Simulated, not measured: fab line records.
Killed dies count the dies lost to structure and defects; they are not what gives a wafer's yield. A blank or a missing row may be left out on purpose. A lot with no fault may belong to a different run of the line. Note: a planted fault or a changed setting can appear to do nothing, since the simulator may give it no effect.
Chamber matching / flow nand_harc / NHARC_A_WL_FILL_ALD_19 on ald_metal-02: 4 sister chambers
The step deposits TiN, target thk 2 nm, pulse time 3 s, ald cycles 100. 4 wafers are shown with their chamber, then 7 later ones without.

WAFERS, EACH WITH ITS CHAMBER
wafer=L507.1; chamber=2; heater_power_outer_w (W)=784
wafer=L507.5; chamber=1; heater_power_outer_w (W)=469
wafer=L509.1; chamber=0; heater_power_outer_w (W)=655
wafer=L509.2; chamber=3; heater_power_outer_w (W)=814

WAFERS MISSING THEIR CHAMBER
wafer=L509.6; heater_power_outer_w (W)=454
wafer=L510.1; heater_power_outer_w (W)=663
wafer=L510.2; heater_power_outer_w (W)=463
wafer=L510.5; heater_power_outer_w (W)=651
wafer=L512.1; heater_power_outer_w (W)=806
wafer=L512.2; heater_power_outer_w (W)=819
wafer=L512.6; heater_power_outer_w (W)=781

WHICH CHAMBER EACH WENT THROUGH
wafer=L509.6; from the rows above=1; in truth=1
wafer=L510.1; from the rows above=0; in truth=0
wafer=L510.2; from the rows above=1; in truth=1
wafer=L510.5; from the rows above=0; in truth=0
wafer=L512.1; from the rows above=can't be placed: 3 or 2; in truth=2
wafer=L512.2; from the rows above=3; in truth=3
wafer=L512.6; from the rows above=2; in truth=2
Placed correctly: 6 of 7. From these rows, 1 cannot be placed; in 1 the true chamber is one of the candidates. Number placed wrongly: 0.
How it was worked out, from the rows above alone: a wafer's distance from a chamber is the root of the sum, over the readings, of the square of ((its reading less the chamber's mean) divided by the reading's scatter). The wafer belongs to the nearest chamber; if the next one is less than 2 further off, it can't be placed. For every chamber, the mean is computed from those of its wafers that are shown. The scatter: with one shown wafer a chamber, the root of the mean of the squares of how far each hidden wafer lies from its nearest shown one.
